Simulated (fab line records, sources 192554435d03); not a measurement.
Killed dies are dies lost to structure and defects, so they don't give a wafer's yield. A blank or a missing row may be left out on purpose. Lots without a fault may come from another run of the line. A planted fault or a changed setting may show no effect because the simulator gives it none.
Chamber matching | flow n5_finfet | N5_BEOL_M9_DESCUM_33 on rie_diel-05: 4 sister chambers
The step chemistry O2, time 7 s. 4 wafers are shown with their chamber, then 12 later ones without.

WAFERS WITH THEIR CHAMBER
wafer  | chamber | showerhead_plenum_p_Torr (Torr)
L076.6 | 0       | 2.08
L082.5 | 1       | 2.03
L084.4 | 3       | 2.04
L084.5 | 2       | 2.15

WAFERS WITHOUT THEIR CHAMBER
wafer  | showerhead_plenum_p_Torr (Torr)
L089.1 | 2.07
L089.2 | 2.03
L089.4 | 2.15
L090.1 | 2.15
L090.2 | 2.07
L090.3 | 2.03
L092.1 | 2.14
L092.2 | 2.07
L092.3 | 2.03
L093.3 | 2.06
L093.4 | 2.07
L093.6 | 2.03

WHICH CHAMBER EACH WENT THROUGH
wafer  | from the rows above          | in truth
L089.1 | 0                            | 0
L089.2 | can't be placed: 1 or 3      | 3
L089.4 | 2                            | 2
L090.1 | 2                            | 2
L090.2 | 0                            | 0
L090.3 | can't be placed: 1 or 3      | 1
L092.1 | 2                            | 2
L092.2 | 0                            | 0
L092.3 | can't be placed: 1 or 3      | 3
L093.3 | can't be placed: 0 or 3 or 1 | 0
L093.4 | 0                            | 0
L093.6 | can't be placed: 1 or 3      | 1
Placed correctly: 7 of 12. Can't be placed from these rows: 5 (the true chamber is among the candidates in 5). Placed wrongly: 0.
How it was worked out, from the rows above alone: a wafer's distance from a chamber is the root of the sum, over the readings, of the square of ((its reading less the chamber's mean) divided by the reading's scatter). The wafer belongs to the nearest chamber; if the next one is less than 2 further off, it can't be placed. A chamber's mean is the mean of its shown wafers. The scatter: with one shown wafer a chamber, the root of the mean of the squares of how far each hidden wafer lies from its nearest shown one.
